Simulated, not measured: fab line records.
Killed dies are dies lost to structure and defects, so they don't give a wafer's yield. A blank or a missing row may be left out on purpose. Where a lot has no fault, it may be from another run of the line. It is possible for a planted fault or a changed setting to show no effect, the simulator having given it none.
Split-lot experiment ; flow n5 finfet ; route with 1938 steps; 7 lots, 39 wafers read

## ON THE SPLIT
At N5_BEOL_M2_ILD_DEP_00 (deposits SiOC from DEMS/O2, target thk 79 nm, time 15.3 s), the setting target thk a was moved away from the recipe's 790 angstrom on 15 of the 39 wafers read, by -56.2% to +44.4%. All remaining wafers had this setting at the recipe value.

No step appears in the file between the split and the reading.

## THE READING
Values of M2_ILD_THK in nm from N5_BEOL_M2_THK_MEAS_01. Typical for fault-free wafers on this fab line: 78.9 nm, with standard deviation 1 nm.

wafer;tool, chamber at the split;target thk a as run, angstrom;against the recipe;M2_ILD_THK, nm;against lot-mates on the recipe
L076.1;pecvd-02, 0;790;recipe;77.3;-
L076.2;pecvd-02, 2,2,1;346;-56.2%;34.3;-43.2
L076.3;pecvd-02, 1,0;790;recipe;77.7;-
L076.4;pecvd-02, 2,2,1;346;-56.2%;34.4;-43.1
L076.5;pecvd-02, 2,2,1;346;-56.2%;34.3;-43.2
L076.6;pecvd-02, 1,0;790;recipe;77.6;-
L079.1;pecvd-01, 2;1137;+43.9%;111.8;+32.8
L079.2;pecvd-01, 0;790;recipe;78.4;-
L079.3;pecvd-01, 1;1137;+43.9%;111.9;+32.9
L079.4;pecvd-01, 1;790;recipe;78.9;-
L079.5;pecvd-01, 0;790;recipe;79.6;-
L079.6;pecvd-01, 2;1137;+43.9%;113.1;+34.1
L080.1;pecvd-02, 1;790;recipe;80.4;-
L080.2;pecvd-02, 2;790;recipe;78.8;-
L080.3;pecvd-02, 0;790;recipe;78.3;-
L080.4;pecvd-02, 1;455.5;-42.3%;47.2;-32.0
L080.5;pecvd-02, 2;455.5;-42.3%;46.6;-32.6
L080.6;pecvd-02, 0;455.5;-42.3%;45.5;-33.7
L082.1;pecvd-02, 1;790;recipe;77.4;-
L082.2;pecvd-02, 2;452.3;-42.7%;44.5;-34.0
L082.3;pecvd-02, 0;452.3;-42.7%;42.0;-36.5
L082.4;pecvd-02, 0;452.3;-42.7%;43.3;-35.2
L082.5;pecvd-02, 2;790;recipe;79.1;-
L082.6;pecvd-02, 1;790;recipe;79.0;-
L084.1;pecvd-01, 1;790;recipe;78.9;-
L084.5;pecvd-01, 2,1;790;recipe;79.5;-
L084.6;pecvd-01, 2,1;790;recipe;79.6;-
L086.1;pecvd-03, 0;790;recipe;77.7;-
L086.2;pecvd-03, 1;1141;+44.4%;113.8;+34.6
L086.3;pecvd-03, 0;790;recipe;79.5;-
L086.4;pecvd-03, 1;790;recipe;80.4;-
L086.5;pecvd-03, 1;1141;+44.4%;114.0;+34.8
L086.6;pecvd-03, 0;1141;+44.4%;114.4;+35.2
L092.1;pecvd-02, 0;790;recipe;78.5;-
L092.2;pecvd-02, 1;790;recipe;79.7;-
L092.3;pecvd-02, 2;790;recipe;79.7;-
L092.4;pecvd-02, 0;790;recipe;79.2;-
L092.5;pecvd-02, 2;790;recipe;80.7;-
L092.6;pecvd-02, 1;790;recipe;80.7;-
Rows listing several chambers each stand for several wafers; the file does not say which wafer went through which chamber.

THE FIT
A straight line over all 39 wafers: M2_ILD_THK changes by +0.789 nm for each +1% of target thk a; r = +1.00; the points scatter about the line by 1.1 nm.
The same after taking each lot's own level away (the mean of its wafers on the recipe; 39 wafers): +0.779 nm for each +1%; r = +1.00; scatter 0.95 nm.
The reading moves by 44 nm for the largest change in target thk a, on that fit.
Measured against the standard deviation above, the lots' own levels, which go from 77.53 to 79.75 nm, span 2.2 times it.
Hence the lot-to-lot level has little effect on the slope; both slopes agree.
Check: -44 nm against its lot-mates is what the line predicts for one of the wafers moved furthest among these (-56.2%) when that wafer is left out of the fit. It came out at -43.2 nm against them.

## THE WHOLE CHAIN: every reading that the file lists as answering this split, in the file's order
step;what it does;reading;change (the file's fit);r (the file's)
N5_BEOL_M2_ILD_DEP_00;deposits SiOC from DEMS/O2, target thk 79 nm, time 15.3 s;SiOC_of_BEOL_M2_ILD_DEP_00.thk nm (the simulator's own value, which no gauge read);+0.779 nm for each +1% of the setting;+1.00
N5_BEOL_M2_THK_MEAS_01;;M2_ILD_THK;+0.78 for each +1% of the setting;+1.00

## FILE'S OWN FIT
M2_ILD_THK changes by +0.78 nm for each +1% of target thk a, r = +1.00.
